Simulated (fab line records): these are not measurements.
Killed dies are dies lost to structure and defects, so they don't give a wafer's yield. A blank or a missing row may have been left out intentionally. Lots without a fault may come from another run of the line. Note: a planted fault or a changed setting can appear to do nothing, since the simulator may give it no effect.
Matching of chambers + flow n5_finfet + N5_BEOL_M5_PRE_CLEAN_77 on cvd_co-02 has 3 sister chambers
The step time 15 s. 3 wafers are shown with their chamber, then 12 later ones without.

== WAFERS PAIRED WITH THEIR CHAMBERS ==
| wafer  | chamber | heater_power_w (W) |
|--------|---------|--------------------|
| L092.4 | 2       | 105                |
| L094.4 | 0       | 96                 |
| L094.6 | 1       | 98                 |

== WAFERS WITH NO CHAMBER GIVEN ==
| wafer  | heater_power_w (W) |
|--------|--------------------|
| L095.1 | 98                 |
| L095.2 | 98                 |
| L095.4 | 98                 |
| L096.1 | 99                 |
| L096.5 | 99                 |
| L096.6 | 97                 |
| L097.1 | 106                |
| L097.2 | 99                 |
| L097.3 | 99                 |
| L097.4 | 99                 |
| L097.5 | 94                 |
| L097.6 | 102                |

== WHICH CHAMBER EACH ONE RAN IN ==
| wafer  | from the rows above     | in truth |
|--------|-------------------------|----------|
| L095.1 | can't be placed: 1 or 0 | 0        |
| L095.2 | can't be placed: 1 or 0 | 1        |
| L095.4 | can't be placed: 1 or 0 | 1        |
| L096.1 | can't be placed: 1 or 0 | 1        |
| L096.5 | can't be placed: 1 or 0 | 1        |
| L096.6 | can't be placed: 0 or 1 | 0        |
| L097.1 | 2                       | 2        |
| L097.2 | can't be placed: 1 or 0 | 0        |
| L097.3 | can't be placed: 1 or 0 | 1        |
| L097.4 | can't be placed: 1 or 0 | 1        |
| L097.5 | can't be placed: 0 or 1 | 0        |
| L097.6 | can't be placed: 2 or 1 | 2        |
Placed correctly: 1 of 12. Not placeable from these rows: 11 (in 11, the candidates include the true chamber). Placed wrongly: 0.
How it was worked out, from the rows above alone: a wafer's distance from a chamber is the root of the sum, over the readings, of the square of ((its reading less the chamber's mean) divided by the reading's scatter). The wafer belongs to the nearest chamber; if the next one is less than 2 further off, it can't be placed. Each chamber's mean is taken over the wafers shown for it. The scatter: root of mean squared gap, hidden wafer to nearest shown wafer, with one shown wafer a chamber.
